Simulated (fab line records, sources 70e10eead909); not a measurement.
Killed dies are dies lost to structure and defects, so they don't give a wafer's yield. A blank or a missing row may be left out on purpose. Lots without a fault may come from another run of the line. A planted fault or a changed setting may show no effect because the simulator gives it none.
Chamber matching | flow nand_harc | NHARC_P_M1_STRIP_18 on rie_diel-10: 4 sister chambers
The step strips in N2/H2. 8 wafers are shown with their chamber, then 7 later ones without.

WAFERS WITH THEIR CHAMBER
wafer  | chamber | showerhead_plenum_p_Torr (Torr) | drypump_motor_current_A (A)
L075.6 | 2       | 2.01                            | 5.4
L080.4 | 1       | 1.90                            | 5.6
L080.5 | 0       | 2.02                            | 5.9
L089.2 | 3       | 1.95                            | 5.2
L089.4 | 2       | 2.01                            | 5.4
L089.6 | 3       | 1.95                            | 5.3
L091.1 | 0       | 2.01                            | 6.0
L091.2 | 1       | 1.90                            | 5.6

WAFERS WITHOUT THEIR CHAMBER
wafer  | showerhead_plenum_p_Torr (Torr) | drypump_motor_current_A (A)
L091.5 | 2.01                            | 5.4
L092.1 | 1.90                            | 5.6
L092.3 | 2.01                            | 5.4
L092.6 | 2.01                            | 5.5
L096.2 | 2.01                            | 5.4
L096.4 | 2.01                            | 5.4
L096.6 | 1.90                            | 5.6

WHICH CHAMBER EACH WENT THROUGH
wafer  | from the rows above | in truth
L091.5 | 2                   | 2
L092.1 | 1                   | 1
L092.3 | 2                   | 2
L092.6 | 2                   | 2
L096.2 | 2                   | 2
L096.4 | 2                   | 2
L096.6 | 1                   | 1
Placed correctly: 7 of 7. Can't be placed from these rows: 0. Placed wrongly: 0.
How it was worked out, from the rows above alone: a wafer's distance from a chamber is the root of the sum, over the readings, of the square of ((its reading less the chamber's mean) divided by the reading's scatter). The wafer belongs to the nearest chamber; if the next one is less than 2 further off, it can't be placed. A chamber's mean is the mean of its shown wafers. The scatter: the root of (the sum of the squares of (reading less its chamber's mean) over the shown wafers, divided by (wafers less chambers)).
